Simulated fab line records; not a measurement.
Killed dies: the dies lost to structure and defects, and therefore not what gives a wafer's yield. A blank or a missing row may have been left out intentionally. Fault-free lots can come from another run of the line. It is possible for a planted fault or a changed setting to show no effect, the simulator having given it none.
A struck lot beside a sound one	flow nand_harc	40 steps out of a route of 1159
Sound: the wafers L303.1, L303.2, L303.5. Struck: wafers L316.1, L316.2, L316.6. The cause is given at the end.
Per side, at each step with rows, come the tool, then ch with its chambers, and then its first start. Under that, the readings that differ: sound wafers	struck wafers	difference of the means	sigmas: that difference in standard deviations of wafers without a fault.
alike: a reading whose means differ by less than 2 such deviations, as well as words and numbers matching on both sides. not compared: withheld readings; readings where some wafer has no value; bounds like >300 that might hide an equal value; numbers whose values overlap and for which the record gives no deviation.
The two part at a step that has a row with sigmas, a row that says differs or no value, or rows on one side only. Non-overlapping numbers with no deviation appear without sigmas and do not part them. A reading missing from all wafers of one side parts the sides only when that side holds two or more wafers.

first, 8 steps without rows for these wafers: NHARC_A_STAIRCASE_HMDS_282 (time 30 s); NHARC_A_STAIRCASE_COAT_283; NHARC_A_STAIRCASE_SOFTBAKE_284 (time 170 s); NHARC_A_STAIRCASE_EBR_285; NHARC_A_STAIRCASE_EXPOSE_286 (exposes mask CHOP 100); NHARC_A_STAIRCASE_PEB_287 (peb time 130 s); NHARC_A_STAIRCASE_DEVELOP_288 (time 140 s); NHARC_A_STAIRCASE_HARDBAKE_290 (time 140 s).
NHARC_A_STAIRCASE_DESCUM_291: chemistry O2, time 3 s.
  sound on rie_diel-13 ch 1,2, day 13 16:02; struck on rie_diel-05 ch 0,1,3, day 16 09:46
  alike: drypump_motor_current_A, oes_product_au, rf_vpp_V, showerhead_plenum_p_Torr, throttle_valve_pct
  not compared: rf_hours_counter_h
NHARC_A_STAIRCASE_ETCH_292: etches the open film in CF4/CHF3.
  sound on rie_diel-13 ch 0,1,2, day 13 16:08; struck on rie_diel-05 ch 0,1, day 16 09:51
reading	sound	struck	difference	sigmas
throttle_valve_pct (%)	16.799 16.783 16.788	16.812 16.799 16.823	+0.021	+2
  alike: cf4_flow_sccm, drypump_motor_current_A, oes_product_au, rf_vpp_V, showerhead_plenum_p_Torr
  not compared: rf_hours_counter_h
then, 1 step without rows for these wafers: NHARC_A_STAIRCASE_HM_OPEN_460 (chemistry O2/COS).
NHARC_A_STAIRCASE_STRIP_461: strips in O2/COS.
  sound on rie_diel-13 ch 1,2,3, day 13 16:32; struck on rie_diel-05 ch 0,2,3, day 16 10:15
then, 6 steps without rows for these wafers: NHARC_A_STAIRCASE_ETCH_452 (etches the open film in CF4/O2, target depth 30 nm, overetch 3 nm, time 16.5 s); NHARC_A_STAIRCASE_ETCH_294 (etches the open film in C4F8/O2/Ar, target depth 4992 nm, time 1212.4 s); NHARC_A_STAIRCASE_STRIP_295 (strips in O2); NHARC_A_STAIRCASE_STRIP_296 (strips in SPM, time 900 s); NHARC_A_STAIRCASE_PRECLEAN_297 (cleans in SC1); NHARC_A_STAIRCASE_SRD_298.
NHARC_A_STAIRCASE_HM_DEP_462: deposits aC, target thk 800 nm.
  sound on acl_dep-01 ch 0, day 13 20:19; struck on acl_dep-02 ch 0, day 16 15:06
  alike: throttle_valve_pct
then, 10 steps without rows for these wafers: NHARC_A_STAIRCASE_DEP_301 (deposits SiON, target thk 30 nm); NHARC_A_STAIRCASE_DEHYDRATE_302 (time 120 s); NHARC_A_STAIRCASE_HMDS_303 (time 30 s); NHARC_A_STAIRCASE_COAT_304; NHARC_A_STAIRCASE_SOFTBAKE_305 (time 170 s); NHARC_A_STAIRCASE_EBR_306; NHARC_A_STAIRCASE_EXPOSE_307 (exposes mask CHOP 50); NHARC_A_STAIRCASE_PEB_308 (peb time 130 s); NHARC_A_STAIRCASE_DEVELOP_309 (time 140 s); NHARC_A_STAIRCASE_HARDBAKE_311 (time 140 s).
NHARC_A_STAIRCASE_DESCUM_312: chemistry O2, time 3 s.
  sound on rie_diel-05 ch 0,1,2, day 13 23:03; struck on rie_diel-13 ch 0,1,2, day 16 17:55
  alike: drypump_motor_current_A, oes_product_au, rf_vpp_V, showerhead_plenum_p_Torr, throttle_valve_pct
  not compared: rf_hours_counter_h
then, 5 steps without rows for these wafers: NHARC_A_STAIRCASE_ETCH_313 (etches the open film in CF4/CHF3); NHARC_A_STAIRCASE_HM_OPEN_463 (chemistry O2/COS); NHARC_A_STAIRCASE_STRIP_464 (strips in O2/COS); NHARC_A_STAIRCASE_ETCH_453 (etches the open film in CF4/O2, target depth 30 nm, overetch 3 nm, time 16.5 s); NHARC_A_STAIRCASE_ETCH_315 (etches the open film in C4F8/O2/Ar, target depth 2500 nm, time 607.1 s).
NHARC_A_STAIRCASE_STRIP_316: strips in O2.
  sound on rie_diel-05 ch 0,1,3; struck on rie_diel-13 ch 0,2,3
  alike: drypump_motor_current_A, oes_product_au, rf_vpp_V, showerhead_plenum_p_Torr, throttle_valve_pct
  not compared: rf_hours_counter_h
then, 3 steps without rows for these wafers: NHARC_A_STAIRCASE_STRIP_317 (strips in SPM, time 900 s); NHARC_A_STAIRCASE_PRECLEAN_318 (cleans in SC1); NHARC_A_STAIRCASE_SRD_329.
-- record jumps: 9 days between struck wafers' starts before vs after; left off in module A_STAIRCASE, resumes in module END, first step shown is number 1159 of the route --
NHARC_END_SORT_01:
  at this point the record logs the struck wafers (prober-02 ch 0, day 25 19:46) and has no rows for the sound ones

== WHERE THEY PART ==
At NHARC_A_STAIRCASE_ETCH_292 first; at NHARC_END_SORT_01 last (within this record only).

WHY: what the simulator had put in
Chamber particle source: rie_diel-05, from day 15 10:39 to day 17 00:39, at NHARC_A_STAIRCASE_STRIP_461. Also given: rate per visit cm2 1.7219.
